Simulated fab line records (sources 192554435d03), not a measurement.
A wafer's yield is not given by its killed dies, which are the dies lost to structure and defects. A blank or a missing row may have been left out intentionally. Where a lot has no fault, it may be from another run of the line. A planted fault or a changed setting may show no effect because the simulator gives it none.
fab line records | flow n5Finfet
record lots=4 | wafers=11 | lastDay=17
route steps=1938 shown BEOL_M12@1647 BEOL_M13@1659 PASSIVATION@1936
lots that met no fault: from a run of the same line without faults
startH: start of the lot's first displayed wafer, in hours after the record's first day | waitH: hours since the lot's step before | " unchanged from the row above | L1.1+2: one row covering several wafers at once | - either no value or no given start | * or withheld: withheld | < > ~ a bound
route shown NAME@n: a module of which the file shows steps, and the number in the route of the first | usual: mean and standard deviation over wafers with no fault | same: alike in all rows | chamber/n: place in a boat | sites: per-site readings | _std_site: the standard deviation of these | _edge_site: outer sites' mean less inner sites' | radiusMm: for every site, how far away it sits from the centre of the wafer | mask NAME#n: copy n | behind: the last tool/chamber to shape the wafer | hold: what put the lot on hold/how long, in hours/how the hold closed | device: names the non-switching transistor (n, p or np) | end of line: the tests these same wafers got at the end of their route | a step given without rows: its recipe and nothing more | killed: not the wafer's yield, but the dies lost to structure and defects at the first sort | map: per-die view of a wafer (x killed, . not killed, _ where there is no die)
set.NAME: the run value of the setting; set.NAME@STEP: its run value at that earlier step | model.NAME: the simulator's own value behind a step, which no gauge read
a table for each step, a row for each wafer; lots at some steps of the route
services: from which hour (startH, from the record's first day; less than 0 if before it) a tool's chamber was out of use, for how many hours, and why
## steps
# step N5_BEOL_M12_PRE_CLEAN_42
# recipe gas=H2/He | timeS=30 | tempC=250
# step N5_BEOL_M12_SPUTTER_43
# recipe material=TaN | targetThkA=150 | tempC=50 | biasV=168.6 | powerW=15000 | chamberPressurePa=0.12 | timeS=24.19
# step N5_BEOL_M12_SPUTTER_44
# recipe material=Ta | targetThkA=100 | tempC=50 | biasV=80 | powerW=15000 | chamberPressurePa=0.07 | timeS=16.13
# step N5_BEOL_M12_SPUTTER_45
# recipe material=Cu | targetThkA=800 | tempC=-20 | biasV=60 | powerW=26000 | chamberPressurePa=0.13 | timeS=13.33
# step N5_BEOL_M12_ECD_47
# recipe material=Cu | targetThkA=7200
# step N5_BEOL_M12_ANNEAL_48
# recipe tempC=225 | timeS=90 | ambient=N2
# step N5_BEOL_M12_CMP_49
# recipe stopOn=SiOC | tOverpolishS=20.6 | downForcePsi=1 | platenRpm=50 | clearingPlatenDownForcePsi=1.5 | clearingPlatenRpm=50 | postCmpClean=cuAlkaline | targetThkNm=320 | clearingPlatenPadVelocityMS=0.99484 | padVelocityMS=0.99484
# step N5_BEOL_M12_PRE_CLEAN_52
# recipe gas=NH3 | timeS=15 | tempC=withheld | rfPowerW=300
# step N5_BEOL_M12_DEP_53
# recipe material=SiCN | targetThkA=300 | tempC=withheld | precursor=3MS/NH3 | pressureTorr=3 | rfW=675 | timeS=10.5
# step N5_BEOL_M13_ILD_DEP_00
# recipe material=SiOC | targetThkA=8379.2 | tempC=350 | precursor=DEMS/O2 | pressureTorr=5 | rfW=500 | timeS=166.4
# usual heaterPowerW=508/70 | runLengthS=211.2/0.59 | showerheadPlenumPTorr=5.700/0.013 | susceptorTempC=350.01/0.21 | throttleValvePct=12.0/0.62
lot.wafer | tool     | chamber | startH | waitH | heaterPowerW | runLengthS | showerheadPlenumPTorr | susceptorTempC | throttleValvePct | model.SiOC_of_BEOL_M13_ILD_DEP_00.thkNm
L593.1    | pecvd-02 | 1       | 278.44 | 0.0   | 521          | 211.6      | 5.691                 | 350.26         | 10.9             | 830
L593.5    | "        | 0       | "      | "     | 598          | 211.7      | 5.691                 | 349.58         | 12.9             | 841.6
L593.6    | "        | 1       | "      | "     | 544          | 212.5      | 5.701                 | 349.94         | 11.0             | 847.8
L600.1    | pecvd-02 | 0       | 315.04 | 0.0   | 591          | 211.5      | 5.675                 | 350.27         | 13.1             | 843.2
L600.4    | "        | 0       | "      | "     | 649          | 286.0      | 5.694                 | 350.00         | 12.9             | 1225
L600.5    | "        | 2       | "      | "     | 405          | 210.3      | 5.698                 | 349.90         | 12.5             | 848
L601.3    | pecvd-02 | 1       | 320.51 | 0.0   | 498          | 287.0      | 5.702                 | 350.46         | 11.0             | 1203
L601.4    | "        | 1       | "      | "     | 536          | 286.8      | 5.705                 | 350.32         | 11.5             | 1225
L611.1    | pecvd-04 | 2       | 379.81 | 0.0   | 513          | 211.2      | 5.708                 | 350.13         | 11.4             | 847.8
L611.3    | "        | 0       | "      | "     | 483          | 211.5      | 5.702                 | 349.77         | 12.6             | 842.4
L611.6    | "        | 2       | "      | "     | 529          | 210.9      | 5.701                 | 350.06         | 11.9             | 856
# step N5_BEOL_M13_THK_MEAS_01
# recipe reads=SiOC_of_BEOL_M13_ILD_DEP_00
# usual M13_ILD_THK=841/9.7
lot.wafer | tool         | chamber | startH | waitH | M13_ILD_THK[nm]
L593.1    | filmMetro-01 | -       | 278.59 | 0.1   | 829
L593.5    | "            | -       | "      | "     | 842
L593.6    | "            | -       | "      | "     | 848
L600.1    | filmMetro-01 | -       | 315.19 | 0.1   | 843
L600.4    | "            | -       | "      | "     | 1226
L600.5    | "            | -       | "      | "     | 848
L601.3    | filmMetro-01 | -       | 320.66 | 0.1   | 1203
L601.4    | "            | -       | "      | "     | 1224
L611.1    | filmMetro-02 | -       | 379.96 | 0.1   | 848
L611.3    | "            | -       | "      | "     | 843
L611.6    | "            | -       | "      | "     | 856
# step N5_BEOL_M13_COAT_58
# recipe resist=BARC | tempC=205 | timeS=60 | spinRpm=1500 | resistThkNm=89
# step N5_BEOL_M13_COAT_04
# recipe spinRpm=1625 | resistThkNm=400
# step N5_BEOL_M13_EBR_06
# recipe solvent=PGMEA | ebrWidthMm=1.5
# step N5_BEOL_M13_SOFTBAKE_05
# recipe tempC=130 | timeS=60
# step N5_BEOL_M13_EXPOSE_07
# recipe maskId=V12 | na=0.93 | sourceShape=conventional | sigmaOuter=0.6 | polarization=unpolarized | attpsmPhaseDeg=180 | doseMj=24.8
# step N5_BEOL_M13_PEB_08
# recipe pebTempC=130 | pebTimeS=90
# step N5_BEOL_M13_DEVELOP_09
# recipe developTimeS=45 | rinseLiquid=diw | dry=airSpin | devTempC=21
# step N5_BEOL_M13_HARDBAKE_14
# recipe tempC=130 | timeS=120
# step N5_BEOL_M13_DESCUM_15
# recipe chemistry=O2 | timeS=7.9 | sourcePowerW=50 | biasPowerW=20 | pressureMtorr=20 | rfFrequencyHz=2.712e+07 | tempC=40 | o2FlowSccm=225
# step N5_BEOL_M13_ETCH_59
# recipe chemistry=N2/H2 | target=BARC | targetDepthA=890 | overetchA=267 | timeS=67.9 | ionEnergyEv=200 | pressureMtorr=30 | sourceW=840 | biasW=150 | n2FlowSccm=200 | h2FlowSccm=200
# step N5_BEOL_M13_VIA_ETCH_16
# recipe chemistry=C4F8/O2/Ar | target=SiOC | pressureMtorr=30 | sourceW=3000 | biasW=700 | Ar_flow_sccm=400 | C4F8_flow_sccm=15 | O2_flow_sccm=8 | heInnerTorr=15 | heOuterTorr=30 | targetDepthA=9217 | timeS=withheld | ionEnergyEv=250 | ends=cleared
# usual C4F8_flow_sccm=15.00/0.042 | drypumpMotorCurrentA=5.4/0.45 | oesProductAu=0.75/0.082 | rfVppV=667/3.1 | showerheadPlenumPTorr=3.47/0.11 | throttleValvePct=24.12/0.26
lot.wafer | tool       | chamber | startH | waitH | C4F8_flow_sccm | drypumpMotorCurrentA | oesProductAu | rfVppV | showerheadPlenumPTorr | throttleValvePct | model.etch.depthNm | model.coat_of_BEOL_M13_COAT_04.thkNm | model.BARC_of_BEOL_M13_COAT_58.thkNm
L593.1    | rieDiel-06 | 1       | 279.19 | 0.0   | 14.99          | 5.8                  | 0.77         | 663    | 3.34                  | 24.13            | 830                | 68                                   | 88.8
L593.5    | "          | 1       | "      | "     | 14.98          | 5.8                  | 0.77         | 663    | 3.34                  | 24.12            | 841.6              | 65.8                                 | 88.8
L593.6    | "          | 0       | "      | "     | 14.99          | 4.8                  | 0.65         | 659    | 3.23                  | 24.34            | 847.8              | 67.4                                 | 88.8
L600.1    | rieDiel-04 | 0       | 315.79 | 0.0   | 15.04          | 5.6                  | 0.79         | 667    | 3.46                  | 23.91            | 843.1              | 66                                   | 89.2
L600.4    | "          | 1       | "      | "     | 15.12          | 5.3                  | 0.73         | 664    | 3.36                  | 24.04            | 1225               | 0                                    | 44.8
L600.5    | "          | 0       | "      | "     | 15.02          | 5.6                  | 0.79         | 668    | 3.46                  | 23.91            | 847.9              | 65.4                                 | 89.2
L601.3    | rieDiel-06 | 0       | 321.26 | 0.0   | 15.02          | 4.8                  | 0.70         | 662    | 3.23                  | 24.40            | 1203               | 0                                    | 51.6
L601.4    | "          | 3       | "      | "     | 14.95          | 4.8                  | 0.99         | 668    | 3.49                  | 23.82            | 1225               | 0                                    | 42.2
L611.1    | rieDiel-06 | 1       | 380.56 | 0.0   | 14.91          | 5.8                  | 0.74         | 663    | 3.32                  | 24.17            | 847.7              | 68                                   | 88.8
L611.3    | "          | 2       | "      | "     | 14.93          | 4.6                  | 0.75         | 672    | 3.59                  | 24.26            | 842.4              | 69.6                                 | 88.8
L611.6    | "          | 0       | "      | "     | 15.00          | 4.8                  | 0.88         | 670    | 3.62                  | 24.05            | 856                | 66.8                                 | 89
# step N5_BEOL_M13_STRIP_63
# recipe chemistry=N2/H2 | powerW=1000 | tempC=250 | h2Frac=0.65 | overashFraction=0.3 | pressureMtorr=1000 | n2FlowSccm=1750 | h2FlowSccm=3250
# usual drypumpMotorCurrentA=6.1/0.49 | heaterPowerW=350/26 | oesProductAu=0.673/0.0047 | stripTimeToEndpointS=27.3/0.97
lot.wafer | tool           | chamber | startH | waitH | drypumpMotorCurrentA | heaterPowerW | oesProductAu | rfHoursCounterH | stripTimeToEndpointS
L593.1    | plasmaAsher-02 | 0       | 279.43 | -     | 6.5                  | 345          | 0.662        | 89              | 27.1
L593.5    | "              | 0       | "      | "     | 6.6                  | 351          | 0.677        | -               | 26.4
L593.6    | "              | 1       | "      | "     | 5.5                  | 373          | 0.672        | -               | 26.9
L600.1    | plasmaAsher-02 | 0       | 316.03 | -     | 6.5                  | 354          | 0.674        | 98              | 26.5
L600.4    | "              | 1       | "      | "     | 5.5                  | 369          | 0.232        | -               | 0.0
L600.5    | "              | 0       | "      | "     | 6.5                  | 349          | 0.672        | -               | 26.3
L601.3    | plasmaAsher-02 | 1       | 321.70 | -     | 5.5                  | 378          | 0.237        | -               | 0.0
L601.4    | "              | 0       | "      | "     | 6.6                  | 354          | 0.231        | -               | 0.0
L611.1    | plasmaAsher-02 | 0       | 380.80 | -     | 6.6                  | 336          | 0.676        | 113             | 27.1
L611.3    | "              | 0       | "      | "     | 6.5                  | 348          | 0.666        | -               | 27.6
L611.6    | "              | 1       | "      | "     | 5.5                  | 367          | 0.675        | -               | 26.7
# step N5_BEOL_M13_STRIP_64
# recipe chemistry=N2/H2 | powerW=1000 | tempC=250 | h2Frac=0.65 | overashFraction=0.3 | pressureMtorr=withheld | n2FlowSccm=1750 | h2FlowSccm=3250
# usual drypumpMotorCurrentA=6.1/0.49 | heaterPowerW=351/25 | oesProductAu=0.715/0.0048 | stripTimeToEndpointS=31.34/0.082
lot.wafer | tool           | chamber | startH | waitH | drypumpMotorCurrentA | heaterPowerW | oesProductAu | rfHoursCounterH | stripTimeToEndpointS
L593.1    | plasmaAsher-02 | 0       | 279.49 | 0.0   | 6.5                  | 355          | 0.717        | 89              | 31.28
L593.5    | "              | 0       | "      | "     | 6.6                  | 362          | 0.711        | -               | 31.25
L593.6    | "              | 1       | "      | "     | 5.5                  | 376          | 0.720        | -               | 31.26
L600.1    | plasmaAsher-02 | 0       | 316.09 | 0.0   | 6.6                  | 356          | 0.714        | 98              | 31.35
L600.4    | "              | 1       | "      | "     | 5.5                  | 361          | 0.652        | -               | 19.96
L600.5    | "              | 0       | "      | "     | 6.5                  | 350          | 0.714        | -               | 31.35
L601.3    | plasmaAsher-02 | 1       | 321.76 | 0.0   | 5.5                  | 372          | 0.668        | -               | 22.13
L601.4    | "              | 0       | "      | "     | 6.6                  | 354          | 0.645        | -               | 19.11
L611.1    | plasmaAsher-02 | 0       | 380.86 | 0.0   | 6.5                  | 343          | 0.712        | 113             | 31.25
L611.3    | "              | 0       | "      | "     | 6.6                  | 352          | 0.705        | -               | 31.28
L611.6    | "              | 1       | "      | "     | 5.5                  | 364          | 0.715        | -               | 31.30
# step N5_BEOL_M13_STRIP_71
# recipe chemistry=postEtchResidueRemover | timeS=60 | tempC=25 | removerPh=withheld | removerWaterWtPct=withheld | removerFluorideWtPct=withheld
# step N5_BEOL_M13_SRD_72
# recipe timeS=30 | tempC=23 | rinseLiquid=diw | dry=n2Spin | spinRpm=1500 | dryTimeS=30
# step N5_BEOL_M13_COAT_65
# recipe resist=SOC | tempC=250 | timeS=60 | spinRpm=1500 | resistThkNm=350
# step N5_BEOL_M13_COAT_66
# recipe resist=SiARC | tempC=220 | timeS=60 | spinRpm=1500 | resistThkNm=110
# step N5_BEOL_M13_COAT_22
# recipe spinRpm=2888 | resistThkNm=300
# step N5_BEOL_M13_EBR_24
# recipe solvent=PGMEA | ebrWidthMm=1.5
# step N5_BEOL_M13_SOFTBAKE_23
# recipe tempC=130 | timeS=60
# step N5_BEOL_M13_EXPOSE_25
# recipe maskId=M13 | na=0.93 | sourceShape=conventional | sigmaOuter=0.4 | polarization=unpolarized | targetCdNm=210 | doseMj=22
# step N5_BEOL_M13_PEB_26
# recipe pebTempC=130 | pebTimeS=90
# step N5_BEOL_M13_DEVELOP_27
# recipe developTimeS=45 | rinseLiquid=diw | dry=airSpin | devTempC=21
# step N5_BEOL_M13_HARDBAKE_32
# recipe tempC=130 | timeS=120
# step N5_BEOL_M13_CMP_49
# recipe stopOn=SiOC | tOverpolishS=17.1 | downForcePsi=1 | platenRpm=50 | clearingPlatenDownForcePsi=1.5 | clearingPlatenRpm=50 | postCmpClean=cuAlkaline | targetThkNm=420 | clearingPlatenPadVelocityMS=0.99484 | padVelocityMS=0.99484
# usual motorCurrentA=5.9/0.58
lot.wafer | tool   | chamber | startH | waitH | motorCurrentA | model.SiOC_of_BEOL_M13_ILD_DEP_00.thkNm
L593.1    | cmp-01 | 3       | 286.22 | 0.3   | 6.9           | 772.6
L593.6    | "      | 3       | "      | "     | 7.3           | 789.8
L593.5    | "      | 0       | "      | "     | 5.1           | 784
L600.1    | cmp-01 | 3       | 319.16 | 0.3   | 7.0           | 784
L600.4    | "      | 2       | "      | "     | 5.6           | 1164
L600.5    | "      | 0       | "      | "     | 5.3           | 786.8
L601.3    | cmp-01 | 0       | 325.81 | 0.2   | 5.4           | 1145
L601.4    | "      | 1       | "      | "     | 6.3           | 1164
L611.1    | cmp-03 | 3       | 384.22 | 0.3   | 5.6           | 788.4
L611.3    | "      | 1       | "      | "     | 5.1           | 784.2
L611.6    | "      | 2       | "      | "     | 5.3           | 797.8
# step N5_PASSIVATION_PROBE_49
# usual defectLimitedYield=90.9/1.6 | killed_at_M0_to_M3=34/11 | killed_at_M4_up=14/5.7 | killedAtContacts=13/6.5 | killedAtFrontEnd=43/11 | killedAtOther=4/3.1 | killedDies=107/19 | killedOnRim=14/3.9 | killedOpen=71/14 | killedShort=35/7.9 | sort_bin_5_function=5.3/1.1 | sort_bin_6_memory=3.4/0.74 | sortNPass=1073/19 | sortYieldPct=90.9/1.6
# same grossDies=1180 | killedAtBackSide=0 | sort_bin_4_leakage[%]=0 | sort_bin_8_speed[%]=0
lot.wafer | tool      | chamber | startH | waitH | defectLimitedYield[%] | killed_at_M0_to_M3 | killed_at_M4_up | killedAtContacts | killedAtFrontEnd | killedAtOther | killedDies | killedOnRim | killedOpen | killedShort | sort_bin_5_function[%] | sort_bin_6_memory[%] | sortNPass | sortYieldPct[%]
L593.1    | prober-02 | -       | 312.23 | 0.0   | 92.7                  | 28                 | 8               | 13               | 34               | 3             | 86         | 15          | 64         | 21          | 4.8                    | 2.2                  | 1094      | 92.7
L593.5    | prober-02 | -       | 312.43 | 0.2   | 87.5                  | 71                 | 15              | 17               | 44               | 1             | 148        | 16          | 89         | 58          | 6.8                    | 5.2                  | 1032      | 87.5
L593.6    | prober-02 | -       | 312.48 | 0.3   | 90.7                  | 33                 | 17              | 15               | 41               | 4             | 110        | 10          | 79         | 30          | 5.9                    | 3.1                  | 1070      | 90.7
# killed by level:class
L593.1 MOL_CONTACT_COAG:geometricParticle:open=12 BEOL_M0_SAQP:geometricParticle:open=11 STI_FIN_REVEAL:geometricParticle:open=8 FIN_SAQP:geometricParticle:open=7 FIN_SAQP:geometricParticle:short=6 BEOL_M1:geometricParticle:open=6 BEOL_M0_SAQP:geometricParticle:short=5 BEOL_M4:geometricParticle:open=4
L593.5 BEOL_M0_SAQP:geometricParticle:short=26 BEOL_M0_SAQP:geometricParticle:open=20 MOL_CONTACT_COAG:geometricParticle:open=13 BEOL_M4:geometricParticle:open=11 FIN_SAQP:geometricParticle:open=10 STI_FIN_REVEAL:geometricParticle:open=8 BEOL_M1:geometricParticle:short=6 BEOL_M2:geometricParticle:open=6
L593.6 STI_FIN_REVEAL:geometricParticle:open=12 BEOL_M4:geometricParticle:open=12 BEOL_M0_SAQP:geometricParticle:open=11 MOL_CONTACT_COAG:geometricParticle:open=11 BEOL_M0_SAQP:geometricParticle:short=9 FIN_SAQP:geometricParticle:open=7 DUMMY_GATE:geometricParticle:open=7 GATE_CUT:geometricParticle:open=4
## services
tool       | chamber | startH | hours | kind
cmp-01     | -       | 262.95 | 3.7   | repair
pecvd-02   | 0       | 269.18 | 5.5   | scheduledDown
cmp-03     | -       | 276.12 | 4.4   | repair
cmp-01     | -       | 281.95 | 4.0   | pm
cmp-01     | -       | 285.95 | -     | consumableReplace:conditioner
cmp-01     | -       | 285.95 | -     | consumableReplace:pad
rieDiel-06 | 2       | 287.31 | 3.1   | repair
pecvd-02   | 1       | 288.25 | 2.1   | scheduledDown
rieDiel-06 | 3       | 298.34 | -     | clean
rieDiel-06 | 3       | 298.34 | -     | consumableReplace:focusRing
pecvd-02   | 0       | 303.55 | 6.0   | repair
pecvd-04   | -       | 305.06 | 0.7   | repair
pecvd-02   | -       | 308.59 | 2.8   | pm
pecvd-04   | 1       | 311.86 | 2.0   | repair
pecvd-04   | 2       | 321.50 | 4.9   | repair
pecvd-02   | 1       | 325.92 | 5.5   | scheduledDown
cmp-03     | -       | 326.71 | 1.0   | repair
rieDiel-06 | 3       | 340.10 | 5.4   | repair
cmp-01     | -       | 341.57 | 5.2   | pm
rieDiel-06 | 0       | 345.68 | -     | clean
rieDiel-06 | 0       | 345.68 | -     | consumableReplace:esc
cmp-01     | -       | 351.23 | 1.4   | repair
rieDiel-06 | 3       | 361.08 | 4.9   | repair
rieDiel-06 | 3       | 377.92 | 12.4  | repair
## key
firstSign step=N5_BEOL_M13_ILD_DEP_00 | reading=runLengthS | direction=up | sigmas=99+ | usual=* | struck=*
effect step=N5_BEOL_M13_THK_MEAS_01 | reading=M13_ILD_THK | direction=up | sigmas=39 | usual=841 | struck=1218
effect step=N5_BEOL_M13_STRIP_63 | reading=oesProductAu | direction=down | sigmas=94 | usual=0.673 | struck=0.233
effect step=N5_BEOL_M13_STRIP_64 | reading=stripTimeToEndpointS | direction=down | sigmas=99+ | usual=* | struck=*
modelEffect step=N5_BEOL_M13_ILD_DEP_00 | value=SiOC_of_BEOL_M13_ILD_DEP_00.thkNm | without=839.5 | struck=1218
modelEffect step=N5_BEOL_M13_VIA_ETCH_16 | value=etch.depthNm | without=839.6 | struck=1218
modelEffect step=N5_BEOL_M13_CMP_49 | value=SiOC_of_BEOL_M13_ILD_DEP_00.thkNm | without=779.9 | struck=1158
metAt N5_BEOL_M13_ILD_DEP_00
struckWafers L600.4,L601.3,L601.4
onsetBetween 278.44 315.04
fault kind=processParameterDrift | tool=pecvd-02 | chamber=- | onsetH=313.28 | steps=N5_BEOL_M13_ILD_DEP_00 | channel=timeS | offset=* | shape=step | endH=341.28 | scope=struckWafersOnly | actsIn=* | stated=*
